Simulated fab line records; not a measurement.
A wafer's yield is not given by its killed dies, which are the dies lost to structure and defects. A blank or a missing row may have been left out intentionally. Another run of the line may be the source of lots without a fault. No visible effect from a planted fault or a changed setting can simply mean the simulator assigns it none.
Split-lot experiment -- flow n5 finfet -- 33 wafers read from 7 lots, route of 1938 steps

THE SPLIT
At N5_BEOL_M9_ETCH_62 (etches SOC in N2/H2, target depth 110 nm, overetch 22 nm, time 165 s), the setting time s was moved away from the recipe's 165 s on 9 of the 33 wafers read, by +32.7% to +49.5%. This setting was run at the recipe's value on the other wafers.

FROM THE SPLIT TO THE READING: what the file shows between them, 9 steps
- N5_BEOL_M9_STRIP_68: strips in N2/H2
- N5_BEOL_M9_STRIP_67: strips in CF4
- N5_BEOL_M9_HM_OPEN_17: chemistry Cl2/BCl3, target TiN, target depth 20 nm, overetch 6 nm
- N5_BEOL_M9_STRIP_19: strips in O2
- N5_BEOL_M9_CD_MEAS_18: pitch 140 nm, target cd 70 nm
- N5_BEOL_M9_COAT_63: time 60 s, resist thk 60 nm
- N5_BEOL_M9_COAT_64: time 60 s, resist thk 12 nm
- N5_BEOL_M9_PRECLEAN_42: cleans in residue remover, time 60 s
- N5_BEOL_M9_SRD_43: time 30 s

THE READING
cd nm, in nm, at N5_BEOL_M9_CD_MEAS_35 (target cd 70 nm, target cd y 40 nm). A value of 70.1 nm with a standard deviation of 0.83 nm is what fault-free wafers of this fab line usually give.

wafer,"tool, chamber at the split","time s as run, s",against the recipe,"cd nm, nm",against lot-mates on the recipe
L076.1,"rie diel-01, 0",165,recipe,69.8,-
L076.2,"rie diel-01, 3",218.9,+32.7%,71.8,+1.9
L076.3,"rie diel-01, 1",165,recipe,70.2,-
L076.4,"rie diel-01, 2",165,recipe,69.8,-
L076.5,"rie diel-01, 1",218.9,+32.7%,71.7,+1.8
L076.6,"rie diel-01, 2",218.9,+32.7%,70.7,+0.8
L075.3,"rie diel-01, 1",165,recipe,70.6,-
L075.4,"rie diel-01, 3",165,recipe,70.9,-
L075.5,"rie diel-01, 3",165,recipe,70.2,-
L082.1,"rie diel-03, 3",165,recipe,70.5,-
L082.2,"rie diel-03, 0",246.7,+49.5%,73.3,+2.2
L082.3,"rie diel-03, 2",165,recipe,71.2,-
L082.4,"rie diel-03, 3",246.7,+49.5%,72.1,+1.0
L082.5,"rie diel-03, 2",246.7,+49.5%,73.2,+2.1
L082.6,"rie diel-03, 0",165,recipe,71.6,-
L085.1,"rie diel-01, 1",165,recipe,69.8,-
L085.5,"rie diel-01, 2",165,recipe,69.6,-
L085.6,"rie diel-01, 1",165,recipe,70.0,-
L086.1,"rie diel-01, 3",165,recipe,69.9,-
L086.2,"rie diel-01, 0",165,recipe,70.5,-
L086.3,"rie diel-01, 2",165,recipe,69.6,-
L086.4,"rie diel-01, 1",165,recipe,69.8,-
L086.5,"rie diel-01, 3",165,recipe,70.6,-
L086.6,"rie diel-01, 2",165,recipe,70.3,-
L091.1,"rie diel-03, 1",165,recipe,70.4,-
L091.4,"rie diel-03, 3",165,recipe,70.2,-
L091.5,"rie diel-03, 2",165,recipe,70.6,-
L094.1,"rie diel-06, 0",165,recipe,69.2,-
L094.2,"rie diel-06, 1",237,+43.6%,70.3,+1.4
L094.3,"rie diel-06, 2",165,recipe,68.6,-
L094.4,"rie diel-06, 3",237,+43.6%,70.9,+2.0
L094.5,"rie diel-06, 2",237,+43.6%,71.5,+2.6
L094.6,"rie diel-06, 1",165,recipe,68.8,-

THE FIT
A straight line over all 33 wafers: cd nm changes by +0.0395 nm for each +1% of time s; r = +0.72; the points scatter about the line by 0.76 nm.
The same after taking each lot's own level away (the mean of its wafers on the recipe; 33 wafers): +0.0411 nm for each +1%; r = +0.90; scatter 0.4 nm.
The reading moves by 2 nm for the largest change in time s, on that fit.
From 68.87 to 71.10 nm: that is the span of the lots' own levels, equal to 2.7 times the standard deviation above.
So the lot-to-lot level blurs the effect unless lot-mates are compared.
Check: with one of the wafers moved furthest among these (+49.5%) left out of the fit, the line predicts +2.02 nm for it against its lot-mates. It came out at +2.2 nm against them.

THE WHOLE CHAIN: every reading that the file lists as answering this split, in the file's order
step,what it does,reading,change (the file's fit),r (the file's)
N5_BEOL_M9_ETCH_62,"etches SOC in N2/H2, target depth 110 nm, overetch 22 nm, time 165 s","etch.depth nm (the simulator's own value, which no gauge read)","not straight: 85.84 at the lowest setting, 100.3 at the recipe, 100.1 at the highest",not given
N5_BEOL_M9_ETCH_62,"etches SOC in N2/H2, target depth 110 nm, overetch 22 nm, time 165 s","SiARC_of_BEOL_M9_COAT_60.thk nm (the simulator's own value, which no gauge read)",-0.0674 nm for each +1% of the setting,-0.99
N5_BEOL_M9_CD_MEAS_18,"pitch 140 nm, target cd 70 nm",cd nm,+0.0387 nm for each +1% of the setting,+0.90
N5_BEOL_M9_CD_MEAS_35,"target cd 70 nm, target cd y 40 nm",cd nm,+0.0417 nm for each +1% of the setting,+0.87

FILE'S OWN FIT
cd nm changes by +0.0417 nm for each +1% of time s, r = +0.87.
